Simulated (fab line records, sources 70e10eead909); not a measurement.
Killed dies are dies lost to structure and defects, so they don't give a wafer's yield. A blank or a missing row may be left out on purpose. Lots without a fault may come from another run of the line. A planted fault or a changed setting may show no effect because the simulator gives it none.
fab line records | flow nand_harc
record lots=7 wafers=21 last_day=32
route steps=1302 shown P_START@1 P_ZERO_WELL@2
lots that met no fault: from a run of the same line without faults
start_h: hours from the record's first day to the start of the lot's first wafer shown | wait_h: hours since the lot's step before | " the same as in the row above | L1.1+2: a row that stands for several wafers | - no value, or no start given | * or withheld: withheld | < > ~ a bound
route shown NAME@n: a module of which the file shows steps, and the number in the route of the first | usual: mean/standard deviation of fault-free wafers | same: alike in all rows | chamber/n: place in a boat | sites: the reading at each site | _std_site: their standard deviation | _edge_site: outer sites' mean less inner sites' | radius_mm: how far each site lies from the wafer's centre | mask NAME#n: copy n | behind: the tool/chamber that last shaped the wafer | hold: why the lot was held/for how many hours/how that ended | device: the transistor (n, p or np) that didn't switch | end of line: the same wafers' tests at the end of the route | a step without rows: its recipe alone | killed: dies lost to structure and defects at the first sort, not the wafer's yield | map: a wafer's dies, x killed, . not, _ none there
set.NAME: the setting as run; set.NAME@STEP: as run at that earlier step | model.NAME: the simulator's own value behind a step, which no gauge read
lots at some steps of the route; a table a step, a row a wafer
services: from which hour (start_h, from the record's first day; less than 0 if before it) a tool's chamber was out of use, for how many hours, and why
## steps
# step NHARC_P_START_INSPECT_01
# usual raw_defect_count=3.5/1.9
# columns lot.wafer tool chamber start_h wait_h raw_defect_count
L407.2 defect_inspect-01 - 90.04 - 4
L407.4 " - " " 4
L407.6 " - " " 1
L408.1 defect_inspect-01 - 100.04 - 4
L408.3 " - " " 2
L408.6 " - " " 4
L409.2 defect_inspect-02 - 110.05 - 3
L409.5 " - " " 6
L409.6 " - " " 1
L414.2 defect_inspect-02 - 160.04 - 1
L414.3 " - " " 3
L414.5 " - " " 4
L417.1 defect_inspect-02 - 190.04 - 2
L417.2 " - " " 3
L417.6 " - " " 5
L418.2 defect_inspect-01 - 200.04 - 5
L418.4 " - " " 3
L418.6 " - " " 0
L423.2 defect_inspect-01 - 250.04 - 3
L423.5 " - " " 5
L423.6 " - " " 3
# step NHARC_P_ZERO_WELL_PRECLEAN_00
# recipe time_s=600 temp_c=120 chemistry=SPM
# step NHARC_P_ZERO_WELL_SRD_01
# step NHARC_P_ZERO_WELL_PECVD_02
# recipe target_thk_a=100 temp_c=400 pressure_torr=6.5 rf_w=withheld teos_flow_sccm=withheld flow_sccm=2650 target_thk_nm=10 gas=O2 material=SiO2
# step NHARC_P_ZERO_WELL_DEHYDRATE_03
# recipe temp_c=150 time_s=120
# step NHARC_P_ZERO_WELL_HMDS_04
# recipe time_s=30
# step NHARC_P_ZERO_WELL_COAT_64
# recipe temp_c=200 time_s=65
# step NHARC_P_ZERO_WELL_COAT_05
# recipe spin_rpm=2000 resist_thk_nm=600
# step NHARC_P_ZERO_WELL_SOFTBAKE_06
# recipe temp_c=125 time_s=70
# step NHARC_P_ZERO_WELL_EBR_07
# step NHARC_P_ZERO_WELL_EXPOSE_08
# recipe na=0.55 target_cd_nm=500 dose_mj=33.8 mask_id=P_ZERO
# step NHARC_P_ZERO_WELL_PEB_09
# recipe peb_temp_c=128 peb_time_s=80
# step NHARC_P_ZERO_WELL_DEVELOP_10
# recipe time_s=50 dev_temp_c=22
# usual chill_plate_temp_C=23.00/0.11 developer_temp_C=22.00/0.11
# columns lot.wafer tool chamber start_h wait_h chill_plate_temp_C developer_temp_C
L407.2 litho_track-07 - 91 - - -
L407.4 " - " " - -
L407.6 " - " " - -
L408.1 litho_track-02 - 101 - - -
L408.3 " - " " - -
L408.6 " - " " - -
L409.2 litho_track-03 - 111 - - -
L409.5 " - " " - -
L409.6 " - " " - -
L414.2 litho_track-07 0 161 - 23.02 21.91
L414.3 " 0 " " 22.85 22.03
L414.5 " 0 " " 22.91 21.95
L417.1 litho_track-02 0 191 - 23.03 22.06
L417.2 " 0 " " 23.03 21.98
L417.6 " 0 " " 22.85 21.70
L418.2 litho_track-07 0 201 - 22.89 22.08
L418.4 " 0 " " 22.97 22.17
L418.6 " 0 " " 23.07 22.09
L423.2 litho_track-03 0 251 - 23.06 21.96
L423.5 " 0 " " 22.93 22.00
L423.6 " 0 " " 22.98 21.91
## services
# columns tool chamber start_h hours kind
litho_track-07 - 76.00 7.0 pm
litho_track-03 - 100.00 7.0 pm
litho_track-02 - 227.00 7.0 pm
litho_track-07 - 251.00 7.0 pm
## key
first_sign step=NHARC_P_ZERO_WELL_DEVELOP_10 reading=tool_record direction=missing
effect none on later readings
met_at NHARC_P_ZERO_WELL_DEVELOP_10
struck_wafers L407.2,L407.4,L407.6,L408.1,L408.3,L408.6,L409.2,L409.5,L409.6
later_rows_left_out L407.2,L407.4,L407.6,L408.1,L408.3,L408.6,L409.2,L409.5,L409.6
sort_left_out L407.2,L407.4,L407.6,L408.1,L408.3,L408.6,L409.2,L409.5,L409.6
tester_left_out L407,L408,L409
fault kind=skipped_step_whole tool=litho_track-02,litho_track-03,litho_track-07 chamber=- onset_h=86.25 steps=NHARC_P_ZERO_WELL_DEVELOP_10 scope=struck_lots_only
# tester_left_out: of these lots the tester's yield and bins aren't shown, on N5 and GAA mostly nor the transistor test; their killed dies are dies lost to structure and defects alone, not to doping, threshold or leakage, so they don't give the yield
# sort_left_out: the simulated sort isn't trusted on such a fault, so these wafers' sort isn't shown, and their yield isn't known
# later_rows_left_out: the simulator's readings of these wafers behind a module that went badly wrong aren't trusted and aren't shown, but for the sort
